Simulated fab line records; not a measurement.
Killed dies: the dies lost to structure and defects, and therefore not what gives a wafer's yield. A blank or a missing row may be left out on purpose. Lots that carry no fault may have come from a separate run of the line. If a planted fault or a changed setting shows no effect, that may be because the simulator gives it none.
A lot that was struck, set against a sound lot :: flow n5_finfet :: 15 steps out of a route of 1938
Sound: the wafers L451.1, L451.2, L451.5. Struck: wafer L450.1 (left out: L450.2, L450.4 of the same lot, which were not struck); the cause appears at the end.
For every step that has rows: the tool of each side, followed by ch and its chambers, followed by its first start. Under that, the readings that differ: sound wafers :: struck wafers :: difference of the means :: sigmas: that difference in standard deviations of wafers without a fault.
alike: a reading whose means differ by less than 2 such deviations, as well as words and numbers matching on both sides. not compared: withheld readings; readings where some wafer has no value; bounds like >300 that might hide an equal value; numbers whose values overlap and for which the record gives no deviation.
A row with sigmas, a row that says differs or no value, or rows on one side alone: a step with any of these is where the two part. Numbers that don't overlap but have no deviation are shown without sigmas and don't part them. Lack of a reading on every wafer of one side parts them only where that side has two or more wafers.

N5_DUMMY_GATE_ETCH_29: etches underlayer in N2/H2, target depth 13 nm.
  sound on rie_diel-04 ch 1,3, day 5 10:10; struck on rie_diel-04 ch 1, day 5 03:53
  alike: drypump_motor_current_A, oes_product_au, rf_vpp_V, showerhead_plenum_p_Torr, throttle_valve_pct
  not compared: rf_hours_counter_h
then, 5 steps without rows for these wafers: N5_DUMMY_GATE_ETCH_36 (etches SiARC in CF4, target depth 13 nm); N5_DUMMY_GATE_ETCH_37 (etches SOC in N2/H2, target depth 60 nm, overetch 30 nm); N5_DUMMY_GATE_STRIP_38 (strips in N2/H2); N5_DUMMY_GATE_STRIP_39 (strips in N2/H2); N5_DUMMY_GATE_TRIM_49 (chemistry O2, time 29 s, target cd 14 nm).
N5_DUMMY_GATE_STRIP_40: strips in CF4.
  sound on rie_diel-02 ch 0,1,2, day 5 10:37; struck on rie_diel-06 ch 0, day 5 04:17
  alike: cf4_flow_sccm, drypump_motor_current_A, oes_product_au, rf_vpp_V, showerhead_plenum_p_Torr, throttle_valve_pct
  not compared: rf_hours_counter_h
N5_DUMMY_GATE_CD_MEAS_50: the cd target is 14 nm.
  sound: cd_sem-03 at day 5 10:40; struck: cd_sem-03 at day 5 04:20
reading: cd_nm (nm)
sound: 14.4 13.8 14.4
struck: 12.7
difference: -1.5
sigmas: -3
N5_DUMMY_GATE_ETCH_31: etches SiO2 in C4F6/O2, target depth 82.5 nm, time 27.5 s.
  sound on rie_diel-02 ch 2,3, day 5 10:43; struck on rie_diel-02 ch 1, day 5 04:31
reading: drypump_motor_current_A (A)
sound: 6.3 6.4 6.3
struck: 5.1
difference: -1.2
sigmas: -2

reading: rf_vpp_V (V)
sound: 635 648 637
struck: 688
difference: +48
sigmas: +3

reading: throttle_valve_pct (%)
sound: 21.14 21.20 21.11
struck: 20.71
difference: -0.44
sigmas: -2
  alike: oes_o_777_au, oes_product_au, showerhead_plenum_p_Torr
  not compared: rf_hours_counter_h
then, 1 step without rows for these wafers: N5_DUMMY_GATE_STRIP_41 (strips in O2).
N5_DUMMY_GATE_HM_OPEN_21: chemistry CH3F/O2, target SiNx, target depth 120 nm, time 171.4 s.
  sound on rie_diel-02 ch 2,3, day 5 10:47; struck on rie_diel-02 ch 1, day 5 04:37
reading: drypump_motor_current_A (A)
sound: 6.4 6.4 6.4
struck: 5.1
difference: -1.3
sigmas: -2

reading: rf_vpp_V (V)
sound: 288 289 288
struck: 310
difference: +22
sigmas: +3
  alike: oes_o_777_au, oes_product_au, showerhead_plenum_p_Torr, throttle_valve_pct
  not compared: rf_hours_counter_h
then, 1 step without rows for these wafers: N5_DUMMY_GATE_ETCH_32 (etches SiO2 in CF4, target depth 3.5 nm, time 3.9 s).
N5_DUMMY_GATE_ETCH_23: etches poly-Si in HBr/Cl2/O2, target depth 41 nm, time 22.3 s.
  sound on rie_si-06 ch 0,1, day 5 10:59; struck on rie_si-01 ch 1, day 5 04:48
reading: drypump_motor_current_A (A)
sound: 5.2 5.9 5.9
struck: 6.7
difference: +1.0
sigmas: +2

reading: oes_product_au (a.u.)
sound: 0.992 0.981 0.991
struck: 1.262
difference: +0.274
sigmas: +12

reading: model.etch.depth_nm (nm)
sound: 41.36 40.89 40.84
struck: 56.53
difference: +15.50
sigmas: 
  alike: he_backside_leak_sccm, mfc_cl2_sccm, oes_o_777_au, throttle_valve_pct
  not compared: rf_hours_counter_h
N5_DUMMY_GATE_ETCH_44: etches poly-Si in HBr/O2, stops on SiO2, target depth 127.5 nm.
  sound on rie_si-06 ch 0,1, day 5 11:02; struck on rie_si-01 ch 1, day 5 04:52
reading: throttle_valve_pct (%)
sound: 18.54 18.27 18.27
struck: 18.76
difference: +0.40
sigmas: +2
  alike: drypump_motor_current_A, he_backside_leak_sccm, oes_product_au
  not compared: rf_hours_counter_h
-- here the record skips 5 days between the struck wafers' starts before and after, leaving off in module DUMMY_GATE and picking up in module BEOL_M4 (first step shown: number 1111 of the route) --
N5_BEOL_M4_RC_MEAS_101:
  sound on prober-01 ch 0, day 10 09:22; struck on prober-02 ch 0, day 10 06:15
reading: DIBL_N (mV/V)
sound: 36.8 35.5 35.5
struck: 41.3
difference: +5.4
sigmas: +2

reading: DIBL_P (mV/V)
sound: 35.2 35.9 33.5
struck: 41.0
difference: +6.1
sigmas: +2

reading: IOFF_N (nA/um)
sound: 0.16 0.14 0.13
struck: 0.27
difference: +0.13
sigmas: +3

reading: IOFF_P (nA/um)
sound: 0.23 0.24 0.19
struck: 0.36
difference: +0.14
sigmas: +3

reading: SS_N (mV/dec)
sound: 71.8 70.9 71.2
struck: 73.5
difference: +2.2
sigmas: +3

reading: SS_P (mV/dec)
sound: 72.9 74.1 73.2
struck: 75.4
difference: +2.0
sigmas: +2
  alike: ION_N, ION_P, VT_N, VT_P

== WHERE THEY PART ==
Last at N5_BEOL_M4_RC_MEAS_101 as far as this record goes, first at N5_DUMMY_GATE_CD_MEAS_50.

WHY: whatever the simulator had introduced
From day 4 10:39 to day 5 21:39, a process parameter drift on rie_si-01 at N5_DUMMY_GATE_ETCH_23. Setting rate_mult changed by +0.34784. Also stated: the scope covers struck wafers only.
